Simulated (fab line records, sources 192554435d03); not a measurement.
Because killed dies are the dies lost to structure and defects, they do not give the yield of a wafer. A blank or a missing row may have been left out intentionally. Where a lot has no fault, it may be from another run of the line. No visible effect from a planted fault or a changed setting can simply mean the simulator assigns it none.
Matching of chambers / flow n5Finfet / N5_SD_EPI_N_ETCH_45 on rieDiel-04 has 4 sister chambers
The step etches SiOCN in CH3F/O2, target depth 6 nm. 14 wafers are shown with their chamber, then 7 later ones without.

## WAFERS PAIRED WITH THEIR CHAMBERS
wafer=L683.3; chamber=1; drypumpMotorCurrentA (A)=6.0; showerheadPlenumPTorr (Torr)=1.97; throttleValvePct (%)=23.45
wafer=L683.4; chamber=3; drypumpMotorCurrentA (A)=6.0; showerheadPlenumPTorr (Torr)=2.13; throttleValvePct (%)=23.13
wafer=L683.5; chamber=0; drypumpMotorCurrentA (A)=6.5; showerheadPlenumPTorr (Torr)=1.98; throttleValvePct (%)=23.49
wafer=L687.1; chamber=2; drypumpMotorCurrentA (A)=5.9; showerheadPlenumPTorr (Torr)=1.95; throttleValvePct (%)=23.35
wafer=L687.4; chamber=1; drypumpMotorCurrentA (A)=6.0; showerheadPlenumPTorr (Torr)=1.96; throttleValvePct (%)=23.45
wafer=L687.6; chamber=0; drypumpMotorCurrentA (A)=6.5; showerheadPlenumPTorr (Torr)=1.98; throttleValvePct (%)=23.50
wafer=L689.1; chamber=3; drypumpMotorCurrentA (A)=6.0; showerheadPlenumPTorr (Torr)=2.12; throttleValvePct (%)=23.13
wafer=L689.4; chamber=2; drypumpMotorCurrentA (A)=5.8; showerheadPlenumPTorr (Torr)=1.95; throttleValvePct (%)=23.32
wafer=L689.6; chamber=2; drypumpMotorCurrentA (A)=5.8; showerheadPlenumPTorr (Torr)=1.95; throttleValvePct (%)=23.35
wafer=L693.2; chamber=0; drypumpMotorCurrentA (A)=6.5; showerheadPlenumPTorr (Torr)=1.98; throttleValvePct (%)=23.51
wafer=L693.4; chamber=2; drypumpMotorCurrentA (A)=5.9; showerheadPlenumPTorr (Torr)=1.95; throttleValvePct (%)=23.38
wafer=L693.6; chamber=3; drypumpMotorCurrentA (A)=6.0; showerheadPlenumPTorr (Torr)=2.12; throttleValvePct (%)=23.16
wafer=L699.4; chamber=2; drypumpMotorCurrentA (A)=5.8; showerheadPlenumPTorr (Torr)=1.94; throttleValvePct (%)=23.36
wafer=L699.5; chamber=3; drypumpMotorCurrentA (A)=6.0; showerheadPlenumPTorr (Torr)=2.11; throttleValvePct (%)=23.17

SIGNATURES (averages over the wafers above)
reading=drypumpMotorCurrentA; chamber 0=6.500; chamber 1=6.000; chamber 2=5.840; chamber 3=6.000; scatter within a chamber=0.0346
reading=showerheadPlenumPTorr; chamber 0=1.9800; chamber 1=1.9650; chamber 2=1.9480; chamber 3=2.1200; scatter within a chamber=0.00574
reading=throttleValvePct; chamber 0=23.5000; chamber 1=23.4500; chamber 2=23.3520; chamber 3=23.1475; scatter within a chamber=0.0183
Rule: a wafer lies at a distance from a chamber equal to the root of the sum of squares, over the readings, of (its reading less the chamber's mean, divided by the reading's scatter). The wafer belongs to the nearest chamber; if the next one is less than 2 further off, it can't be placed. The scatter: take each reading less its chamber's mean, square it, sum over the shown wafers, divide by the number of wafers less the number of chambers, and take the root.

## WAFERS WHOSE CHAMBER IS MISSING
wafer=L699.6; drypumpMotorCurrentA (A)=5.9; showerheadPlenumPTorr (Torr)=1.96; throttleValvePct (%)=23.49
wafer=L700.1; drypumpMotorCurrentA (A)=6.5; showerheadPlenumPTorr (Torr)=1.97; throttleValvePct (%)=23.52
wafer=L700.4; drypumpMotorCurrentA (A)=6.5; showerheadPlenumPTorr (Torr)=1.97; throttleValvePct (%)=23.54
wafer=L700.6; drypumpMotorCurrentA (A)=5.9; showerheadPlenumPTorr (Torr)=1.94; throttleValvePct (%)=23.37
wafer=L703.1; drypumpMotorCurrentA (A)=6.5; showerheadPlenumPTorr (Torr)=1.97; throttleValvePct (%)=23.53
wafer=L703.3; drypumpMotorCurrentA (A)=5.9; showerheadPlenumPTorr (Torr)=1.96; throttleValvePct (%)=23.24
wafer=L703.4; drypumpMotorCurrentA (A)=5.9; showerheadPlenumPTorr (Torr)=1.94; throttleValvePct (%)=23.40

## WHICH CHAMBER EACH WENT THROUGH
wafer=L699.6; from the rows above=1; in truth=1
wafer=L700.1; from the rows above=0; in truth=0
wafer=L700.4; from the rows above=0; in truth=0
wafer=L700.6; from the rows above=2; in truth=2
wafer=L703.1; from the rows above=0; in truth=0
wafer=L703.3; from the rows above=2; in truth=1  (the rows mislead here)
wafer=L703.4; from the rows above=2; in truth=2
Correctly placed: 6 of 7. Left unplaced by these rows: 0. 1 placed wrongly.
